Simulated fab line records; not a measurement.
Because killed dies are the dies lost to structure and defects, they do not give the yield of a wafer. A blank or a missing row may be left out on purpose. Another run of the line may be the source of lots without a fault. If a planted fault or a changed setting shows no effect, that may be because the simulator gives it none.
fab line records	flow nand_harc
[record] lots = 6	wafers = 18	last_day = 34
route steps=1302 shown P_ZERO_WELL@58 P_STI@69 END@1302
lots untouched by any fault: they come from a run of this same line in which no faults occurred
start_h: start of the lot's first displayed wafer, in hours after the record's first day	wait_h: hours since the lot's step before	" repeats the value in the row above	L1.1+2: a row that stands for several wafers	- value missing, or start not given	* or withheld: withheld	< > ~ a bound
route shown NAME@n: names a module that has steps shown in the file, with the first one's number in the route	usual: average and standard deviation across the fault-free wafers	same: alike in all rows	chamber/n: place in a boat	sites: each site's reading	_std_site: how widely they spread, as a standard deviation	_edge_site: outer sites' mean less inner sites'	radius_mm: how far each site lies from the wafer's centre	mask NAME#n: copy n	behind: the tool/chamber that last shaped the wafer	hold: why the lot went on hold/how many hours it stayed there/how the hold came to an end	device: transistor that didn't switch, given as n, p or np	end of line: the same wafers' tests at the end of the route	step lacking rows: just its recipe	killed: dies that structure and defects cost at the first sort, which is not the same as the wafer's yield	map: shows each die of a wafer: x if killed, . if not, _ if none is there
set.NAME: the setting the step ran with; set.NAME@STEP: the setting that earlier step ran with	model.NAME: the simulator's own value behind a step, which no gauge read
certain route steps with their lots: each step a table, each wafer a row
services: the hour from which a tool's chamber was out of use, counted from the record's first day as start_h (under 0 if before that day), plus the number of hours and why
[[steps]]
[step NHARC_P_ZERO_WELL_DEVELOP_51]
[recipe] time_s = 70
[step NHARC_P_ZERO_WELL_CD_MEAS_52]
[recipe] target_cd_nm = 2000	landing_energy_ev = 500
[usual] cd_nm = 2000.5/1.2
lot.wafer	tool	chamber	start_h	wait_h	cd_nm
L250.1	cd_sem-01	0	45.66	-	1999.2
L250.2	"	0	"	"	2000.9
L250.3	"	0	"	"	2001.0
L254.1	cd_sem-02	0	85.76	-	2000.7
L254.3	"	0	"	"	2002.3
L254.4	"	0	"	"	2002.8
L256.3	cd_sem-01	0	106.13	-	1998.6
L256.4	"	0	"	"	2000.4
L256.6	"	0	"	"	2001.5
L265.1	cd_sem-01	0	195.60	-	2000.2
L265.5	"	0	"	"	1999.9
L265.6	"	0	"	"	2001.4
L270.1	cd_sem-01	0	245.64	-	1999.9
L270.3	"	0	"	"	1999.6
L270.4	"	0	"	"	2001.2
L271.1	cd_sem-03	0	255.85	-	1998.7
L271.4	"	0	"	"	1999.6
L271.5	"	0	"	"	2000.0
[step NHARC_P_ZERO_WELL_HARDBAKE_53]
[recipe] temp_c = 125	time_s = 80
[step NHARC_P_ZERO_WELL_DESCUM_54]
[recipe] time_s = 3	o2_flow_sccm = 200	ar_flow_sccm = 0	bias_power_w = 0	chemistry = O2
[usual] drypump_motor_current_A = 5.64/0.29	oes_product_au = 1.000/0.0089	rf_vpp_V = 57.7/0.94	showerhead_plenum_p_Torr = 1.93/0.093	throttle_valve_pct = 11.310/0.0098
lot.wafer	tool	chamber	start_h	wait_h	drypump_motor_current_A	oes_product_au	rf_hours_counter_h	rf_vpp_V	showerhead_plenum_p_Torr	throttle_valve_pct
L250.3	rie_diel-11	0	45.82	-	5.33	1.001	46	57.1	1.82	11.301
L250.1	"	1	"	"	5.76	1.000	47	58.5	1.88	11.316
L250.2	"	2	"	"	5.81	0.997	45	56.2	1.80	11.312
L254.3	rie_diel-02	1	85.92	-	5.78	0.996	8	58.4	2.07	11.328
L254.1	"	2	"	"	6.00	1.003	11	58.5	1.88	11.320
L254.4	"	0	"	"	5.60	1.002	8	57.0	1.82	11.316
L256.3	rie_diel-11	1	106.32	-	5.75	1.004	5	60.1	1.87	11.312
L256.4	"	2	"	"	5.79	0.994	7	56.9	1.79	11.310
L256.6	"	3	"	"	5.70	0.992	-	57.9	2.02	11.317
L265.1	rie_diel-11	2	195.78	-	5.78	0.993	33	57.0	1.78	11.297
L265.5	"	2	"	"	5.81	0.991	-	59.2	1.78	11.293
L265.6	"	3	"	"	5.70	0.996	-	58.3	2.01	11.309
L270.4	rie_diel-04	3	245.81	-	4.97	0.994	17	57.3	1.89	11.292
L270.3	"	0	"	"	5.63	0.999	17	57.0	2.00	11.323
L270.1	"	1	"	"	5.72	0.985	16	56.7	1.99	11.308
L271.1	rie_diel-02	1	256.03	-	5.77	1.007	10	58.1	2.06	11.303
L271.4	"	0	"	"	5.62	1.000	13	58.1	1.80	11.322
L271.5	"	2	"	"	6.02	1.011	-	56.8	1.87	11.307
[step NHARC_P_ZERO_WELL_IMPLANT_55]
[recipe] energy_kev = 180	dose_cm2 = 8e+11	tilt_deg = 7
[step NHARC_P_ZERO_WELL_IMPLANT_61]
[recipe] energy_kev = 30	dose_cm2 = 5e+11	tilt_deg = 7
[step NHARC_P_ZERO_WELL_STRIP_56]
[recipe] time_s = 840	temp_c = 130	chemistry = SPM
[step NHARC_P_ZERO_WELL_PRECLEAN_68]
[recipe] time_s = 60	temp_c = 50	bath_age_min = 0	chemistry = SC1
[step NHARC_P_ZERO_WELL_SRD_69]
[step NHARC_P_ZERO_WELL_RTA_42]
[recipe] temp_c = 1100	time_s = 300
[usual] lamp_power_pct = 39.2/0.82	lamp_zone_2_pct = 39.2/0.81	lamp_zone_6_pct = 39.2/0.81	wafer_temp_C_max = 1103.8/0.77
lot.wafer	tool	chamber	start_h	wait_h	lamp_power_pct	lamp_zone_2_pct	lamp_zone_6_pct	wafer_temp_C_max
L250.1	rtp_anneal-01	0	46.83	-	40.7	40.7	40.6	1103.1
L250.2	"	0	"	"	40.6	40.6	40.5	1103.3
L250.3	"	0	"	"	40.7	40.7	40.6	1104.1
L254.1	rtp_anneal-01	0	86.90	-	40.6	40.7	40.7	1102.7
L254.3	"	0	"	"	40.6	40.6	40.6	1104.4
L254.4	"	0	"	"	40.6	40.7	40.6	1104.4
L256.3	rtp_anneal-02	0	107.57	-	38.7	38.7	38.6	1103.6
L256.4	"	0	"	"	38.7	38.7	38.7	1103.3
L256.6	"	0	"	"	38.7	38.7	38.6	1103.6
L265.1	rtp_anneal-02	0	196.75	-	38.8	38.9	38.8	1103.6
L265.5	"	0	"	"	38.8	38.8	38.7	1104.7
L265.6	"	0	"	"	38.8	38.8	38.8	1103.7
L270.1	rtp_anneal-02	0	246.79	-	38.9	38.8	38.7	1103.5
L270.3	"	0	"	"	38.8	38.8	38.8	1104.1
L270.4	"	0	"	"	38.8	38.8	38.7	1103.5
L271.1	rtp_anneal-02	0	257.01	-	38.7	38.7	38.7	1104.2
L271.4	"	0	"	"	38.7	38.7	38.6	1105.3
L271.5	"	0	"	"	38.8	38.7	38.7	1104.7
[step NHARC_P_ZERO_WELL_INSPECT_43]
[usual] raw_defect_count = 13/5.7
lot.wafer	tool	chamber	start_h	wait_h	raw_defect_count
L250.1	defect_inspect-02	-	47.50	0.6	19
L250.2	"	-	"	"	16
L250.3	"	-	"	"	18
L254.1	defect_inspect-01	-	87.57	0.6	10
L254.3	"	-	"	"	16
L254.4	"	-	"	"	16
L256.3	defect_inspect-02	-	108.02	0.3	13
L256.4	"	-	"	"	17
L256.6	"	-	"	"	13
L265.1	defect_inspect-02	-	197.43	0.6	12
L265.5	"	-	"	"	20
L265.6	"	-	"	"	8
L270.1	defect_inspect-01	-	247.47	0.6	7
L270.3	"	-	"	"	8
L270.4	"	-	"	"	8
L271.1	defect_inspect-02	-	257.67	0.6	11
L271.4	"	-	"	"	9
L271.5	"	-	"	"	7
[step NHARC_P_STI_ETCH_26]
[recipe] target_depth_a = 110	chemistry = dHF	material = SiO2
[step NHARC_P_STI_PRECLEAN_27]
[recipe] time_s = *	temp_c = 50	bath_age_min = 0	chemistry = SC1
[usual] diw_flow_mL_min = 1415/4.7
lot.wafer	tool	chamber	start_h	wait_h	diw_flow_mL_min
L250.2	wet_bench-06	0	47.62	0.1	1420
L250.1	"	2	"	"	1415
L250.3	"	3	"	"	1420
L254.3	wet_bench-06	1	87.69	0.1	1421
L254.1	"	2	"	"	1410
L254.4	"	4	"	"	1415
L256.3	wet_bench-06	3	108.14	0.1	1416
L256.6	"	4	"	"	1419
L256.4	"	6	"	"	1415
L265.1	wet_bench-09	2	197.55	0.0	1424
L265.6	"	4	"	"	1416
L265.5	"	5	"	"	1403
L270.4	wet_bench-04	7	247.59	0.1	1416
L270.3	"	0	"	"	1416
L270.1	"	3	"	"	1419
L271.5	wet_bench-04	5	257.79	0.0	1425
L271.4	"	7	"	"	1418
L271.1	"	0	"	"	1414
[step NHARC_P_STI_SRD_28]
[step NHARC_P_STI_OXIDE_29]
[recipe] target_thk_a = 100	temp_c = 900	ox_time_s = 1362	material = SiO2
[step NHARC_P_STI_HM_DEP_30]
[recipe] target_thk_a = 800	temp_c = 790	pressure_mtorr = 300	time_s = 873	material = Si3N4
[step NHARC_P_STI_DEHYDRATE_01]
[recipe] temp_c = 150	time_s = 120
[step NHARC_P_STI_HMDS_02]
[recipe] time_s = 30
[step NHARC_P_STI_COAT_41]
[recipe] temp_c = 200	time_s = 65
[step NHARC_P_STI_COAT_03]
[recipe] spin_rpm = 2000	resist_thk_nm = 600
[step NHARC_P_STI_SOFTBAKE_04]
[recipe] temp_c = 125	time_s = 70
[step NHARC_P_STI_EBR_05]
[step NHARC_P_STI_EXPOSE_06]
[recipe] na = 0.55	target_cd_nm = 200	dose_mj = 37.69	mask_id = P_STI
[step NHARC_P_STI_PEB_07]
[recipe] peb_temp_c = 128	peb_time_s = 80
[step NHARC_P_STI_DEVELOP_08]
[recipe] time_s = 50	dev_temp_c = 22
[step NHARC_P_STI_CD_MEAS_09]
[recipe] target_cd_nm = 200	landing_energy_ev = 500
[usual] cd_nm = 199.5/1.7
lot.wafer	tool	chamber	start_h	wait_h	cd_nm
L250.1	cd_sem-03	0	67.14	-	201.6
L250.2	"	0	"	"	200.0
L250.3	"	0	"	"	202.1
L254.1	cd_sem-01	0	103.53	-	198.8
L254.3	"	0	"	"	200.9
L254.4	"	0	"	"	200.1
L256.3	cd_sem-02	0	122.37	-	201.9
L256.4	"	0	"	"	200.8
L256.6	"	0	"	"	201.0
L265.1	cd_sem-02	0	211.79	-	197.7
L265.5	"	0	"	"	198.2
L265.6	"	0	"	"	197.8
L270.1	cd_sem-03	0	261.85	-	199.7
L270.3	"	0	"	"	197.7
L270.4	"	0	"	"	200.2
L271.1	cd_sem-01	0	272.23	-	202.2
L271.4	"	0	"	"	201.0
L271.5	"	0	"	"	200.2
[step NHARC_P_STI_OVL_MEAS_10]
[usual] overlay_x_nm = 1/5.4	overlay_y_nm = 0/5.1
lot.wafer	tool	chamber	start_h	wait_h	overlay_x_nm	overlay_y_nm
L250.1	overlay-01	-	67.23	-	-3	2
L250.2	"	-	"	"	-2	2
L250.3	"	-	"	"	-2	3
L254.1	overlay-02	-	103.62	-	3	-7
L254.3	"	-	"	"	3	-7
L254.4	"	-	"	"	4	-7
L256.3	overlay-01	-	122.45	-	6	7
L256.4	"	-	"	"	6	7
L256.6	"	-	"	"	5	6
L265.1	overlay-02	-	211.87	-	-5	-2
L265.5	"	-	"	"	-5	-2
L265.6	"	-	"	"	-4	-2
L270.1	overlay-01	-	261.94	-	4	0
L270.3	"	-	"	"	4	-1
L270.4	"	-	"	"	3	0
L271.1	overlay-02	-	272.32	-	6	2
L271.4	"	-	"	"	7	2
L271.5	"	-	"	"	6	2
[step NHARC_P_STI_INSPECT_11]
[usual] raw_defect_count = 6.2/2.8
lot.wafer	tool	chamber	start_h	wait_h	raw_defect_count
L250.1	defect_inspect-02	-	67.26	0.0	2
L250.2	"	-	"	"	5
L250.3	"	-	"	"	3
L254.1	defect_inspect-02	-	103.66	0.0	708
L254.3	"	-	"	"	797
L254.4	"	-	"	"	807
L256.3	defect_inspect-02	-	122.49	0.0	730
L256.4	"	-	"	"	732
L256.6	"	-	"	"	692
L265.1	defect_inspect-02	-	211.91	0.0	6
L265.5	"	-	"	"	5
L265.6	"	-	"	"	2
L270.1	defect_inspect-02	-	261.98	0.0	10
L270.3	"	-	"	"	10
L270.4	"	-	"	"	10
L271.1	defect_inspect-01	-	272.36	0.0	4
L271.4	"	-	"	"	2
L271.5	"	-	"	"	7
[step NHARC_P_STI_HARDBAKE_13]
[recipe] temp_c = 118	time_s = 65
[step NHARC_END_SORT_01]
[recipe] temp_c = 25
[usual] killed_at_array = 62/16	killed_at_other = 0.8/1.1	killed_at_periphery = 4/3.2	killed_dies = 67/16	killed_open = 3.5/1.9	killed_short = 2.1/1.5
[same] gross_dies = 677
lot.wafer	tool	chamber	start_h	wait_h	killed_at_array	killed_at_other	killed_at_periphery	killed_dies	killed_open	killed_short
L254.1	prober-01	0	631.23	2.5	59	3	90	152	4	5
L254.3	prober-01	0	632.82	3.1	51	3	36	90	2	0
L254.4	prober-01	0	633.62	3.4	56	1	108	165	3	1
L256.3	prober-01	0	650.78	3.1	44	1	99	144	2	1
L256.4	prober-01	0	651.58	3.4	54	0	65	119	2	6
L256.6	prober-01	0	653.18	4.0	52	0	97	149	1	1
// killed by level:class
L254.1 P_STI:unspecified=88 A_CHANNEL_HOLE_D1:chamber_film_flake=24 A_CHANNEL_HOLE_D2:chamber_film_flake=15 A_CONTACT:chamber_film_flake=3 THIN_TSV:chamber_film_flake=3 A_CHANNEL_FILL_D2:geometric_particle:short=2 A_SGD_CUT:geometric_particle:open=2 A_ZERO_WELL:chamber_film_flake=2
L254.3 P_STI:unspecified=32 A_CHANNEL_HOLE_D1:chamber_film_flake=30 A_CHANNEL_HOLE_D2:chamber_film_flake=16 P_CONTACT:chamber_film_flake=3 THIN_TSV:chamber_film_flake=3 A_WL_FILL:chamber_film_flake=2 P_CONTACT:geometric_particle:open=1 A_WL_FILL:geometric_particle:open=1
L254.4 P_STI:unspecified=101 A_CHANNEL_HOLE_D1:chamber_film_flake=30 A_CHANNEL_HOLE_D2:chamber_film_flake=16 A_CONTACT:chamber_film_flake=4 P_CONTACT:chamber_film_flake=3 A_ZERO_WELL:chamber_film_flake=2 P_GATE:geometric_particle:open=1 P_CONTACT:geometric_particle:open=1
L256.3 P_STI:unspecified=93 A_SLIT:chamber_film_flake=20 A_CHANNEL_HOLE_D2:chamber_film_flake=13 A_CHANNEL_HOLE_D1:chamber_film_flake=5 P_CONTACT:chamber_film_flake=3 P_ZERO_WELL:chamber_film_flake=2 P_M0:geometric_particle:open=1 A_CHANNEL_FILL_D1:geometric_particle:short=1
L256.4 P_STI:unspecified=59 A_SLIT:chamber_film_flake=33 A_CHANNEL_HOLE_D2:chamber_film_flake=7 P_CONTACT:chamber_film_flake=4 A_CHANNEL_HOLE_D1:chamber_film_flake=2 A_CONTACT:chamber_film_flake=2 A_M0:chamber_film_flake=2 P_M0:geometric_particle:short=1
L256.6 P_STI:unspecified=94 A_SLIT:chamber_film_flake=30 A_CHANNEL_HOLE_D1:chamber_film_flake=8 A_CHANNEL_HOLE_D2:chamber_film_flake=6 P_CONTACT:chamber_film_flake=2 A_STAIRCASE:chamber_film_flake=2 A_M0:chamber_film_flake=2 A_DECK1_JOINT:geometric_particle:short=1
// map L254.4 (x killed, . not)
____________.____________
_________.x....._________
_______..........._______
______.............______
_____..............._____
____....x............____
____.................____
___...................___
___...................___
__.....................__
__...........x.........__
_......................._
_......................._
_.......x.xx............_
_.........xxxx.x.......x_
_..x...x.xxxxxx....x...._
.......x.xxxxx.....x.x...
.x......xxxxxxxxx..xxx.x.
.......xxxxxxxxxx....xxxx
.....x..xxxxxxxx...x.xxxx
......x.xxxxxxxxx..xxxxxx
_....x.xxxxxxxxxx.xxxxxx_
_..x..xxxxxxxxxx....x.x._
_......xxxxxxxxx...xx..._
_........xxxxx...x......_
_.........xxxxx........._
__x.....x....xxx.......__
__...............x.....__
___.............xx....___
___...........xxxxx...___
____.x.x......x...x..____
____..........xx..x.x____
_____..........xx.x._____
______.............______
_______.xx........_______
_________......._________
____________.____________
// map L256.6 (x killed, . not)
____________.____________
_________......._________
_______..........._______
______......x......______
_____..............._____
____.................____
____.....x...........____
___.....x.............___
___......x............___
__......xx..x..........__
__.....................__
_......................._
_......x................_
_......x...x.x.........._
_........xxxxx.........._
_.......xx.xxxx......x.._
.......xxxxxxxxx.........
........xxxxxxx..........
........xxxxxxxxx...x....
.......xxxxxxxxx.........
........xxxxxxxx.........
_......xxxxxxxxx........_
_.......xxxxxxxx........_
_........xxxxxx..x......_
_........xxxxxx........._
_..........xxxxx........_
__.......xxxx.x..xx....__
__....xx.......xx......__
___.....x....xxxxxx...___
___...xx....x.xxxxxx..___
____....x.....xxxxx..____
____..........xxxxx..____
_____.x....xxx..xx.._____
______........x.x..______
_______......xx..._______
_________......._________
____________.____________
[[services]]
tool	chamber	start_h	hours	kind
wet_bench-06	0	25.60	-	consumable_replace:bath
wet_bench-06	0	25.60	-	consumable_replace:filter
wet_bench-06	1	25.60	-	consumable_replace:bath
wet_bench-06	1	25.60	-	consumable_replace:filter
wet_bench-06	2	25.60	-	consumable_replace:bath
wet_bench-06	2	25.60	-	consumable_replace:filter
wet_bench-06	3	25.60	-	consumable_replace:bath
rie_diel-02	-	39.85	9.0	pm
rie_diel-11	3	45.23	2.0	repair
wet_bench-04	-	51.20	8.0	pm
rie_diel-11	-	81.05	9.0	pm
rie_diel-04	2	89.98	4.5	repair
rie_diel-02	0	126.83	16.6	repair
rie_diel-02	1	135.23	5.7	repair
rie_diel-11	-	140.51	2.1	repair
wet_bench-09	-	144.00	1.5	repair
rie_diel-04	2	159.65	7.2	repair
wet_bench-09	-	176.80	8.0	pm
rie_diel-04	-	177.90	9.0	pm
rie_diel-02	3	178.09	4.6	repair
wet_bench-06	-	193.60	8.0	pm
rie_diel-02	2	215.23	5.5	repair
rie_diel-02	-	216.85	9.0	pm
wet_bench-04	-	227.20	8.0	pm
[[key]]
[first_sign] step = NHARC_P_STI_INSPECT_11	reading = raw_defect_count	direction = up	sigmas = 99+	usual = 6.2	struck = 744.3
[effect] step = NHARC_END_SORT_01	reading = killed_at_periphery	direction = up	sigmas = 24	usual = 4	struck = 82
[more_kills_born_at] NHARC_P_STI_PRECLEAN_27@wet_bench-06 = 467
met_at NHARC_P_STI_PRECLEAN_27
struck_wafers L254.1,L254.3,L254.4,L256.3,L256.4,L256.6
tester_left_out L254,L256
onset_between 47.62 87.69
[fault] kind = chamber_particle_source	tool = wet_bench-06	chamber = -	onset_h = 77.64	steps = NHARC_P_STI_PRECLEAN_27	rate_per_visit_cm2 = 1.139	end_h = 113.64
// tester_left_out: of these lots the tester's yield and bins aren't shown, on N5 and GAA mostly nor the transistor test; their killed dies are dies lost to structure and defects alone, not to doping, threshold or leakage, so they don't give the yield
